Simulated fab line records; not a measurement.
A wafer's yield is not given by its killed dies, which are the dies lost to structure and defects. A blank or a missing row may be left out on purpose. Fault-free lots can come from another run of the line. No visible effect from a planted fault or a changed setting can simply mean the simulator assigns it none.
Matching of chambers | flow n5 finfet | 4 sister chambers for N5_BEOL_M12_CMP_49 on cmp-02
The step polishes, stops on SiOC, t overpolish 20.6 s, target thk 320 nm. 8 wafers are shown with their chamber, then 9 later ones without.

WAFERS WITH THEIR CHAMBER
wafer  | chamber | motor current A (A) | overpolish run s (s)
L082.6 | 2       | 6.6                 | 20.590
L081.6 | 2       | 6.5                 | 20.597
L089.1 | 1       | 5.3                 | 20.596
L089.2 | 0       | 5.6                 | 20.602
L089.5 | 0       | 5.9                 | 20.605
L090.1 | 1       | 5.6                 | 20.615
L090.4 | 3       | 6.0                 | 20.599
L090.5 | 3       | 5.8                 | 20.592

WAFERS WITH NO CHAMBER GIVEN
wafer  | motor current A (A) | overpolish run s (s)
L093.3 | 5.7                 | 20.607
L093.5 | 5.9                 | 20.604
L093.6 | 6.1                 | 20.599
L095.2 | 5.9                 | 20.600
L095.5 | 5.6                 | 20.605
L095.6 | 6.6                 | 20.605
L097.2 | 6.3                 | 20.607
L097.4 | 5.5                 | 20.602
L097.6 | 5.9                 | 20.621

EACH ONE'S CHAMBER
wafer  | from the rows above          | in truth
L093.3 | can't be placed: 0 or 1 or 3 | 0
L093.5 | can't be placed: 0 or 3 or 1 | 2
L093.6 | can't be placed: 3 or 0 or 2 | 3
L095.2 | can't be placed: 3 or 0      | 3
L095.5 | can't be placed: 1 or 0 or 3 | 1
L095.6 | 2                            | 2
L097.2 | can't be placed: 2 or 3 or 0 | 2
L097.4 | can't be placed: 1 or 0 or 3 | 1
L097.6 | can't be placed: 0 or 3 or 1 | 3
1 of 9 placed correctly. From these rows, 8 cannot be placed; in 7 the true chamber is one of the candidates. 0 placed wrongly.
How it was worked out, from the rows above alone: a wafer's distance from a chamber is the root of the sum, over the readings, of the square of ((its reading less the chamber's mean) divided by the reading's scatter). The wafer belongs to the nearest chamber; if the next one is less than 2 further off, it can't be placed. For every chamber, the mean is computed from those of its wafers that are shown. The scatter: take each reading less its chamber's mean, square it, sum over the shown wafers, divide by the number of wafers less the number of chambers, and take the root.
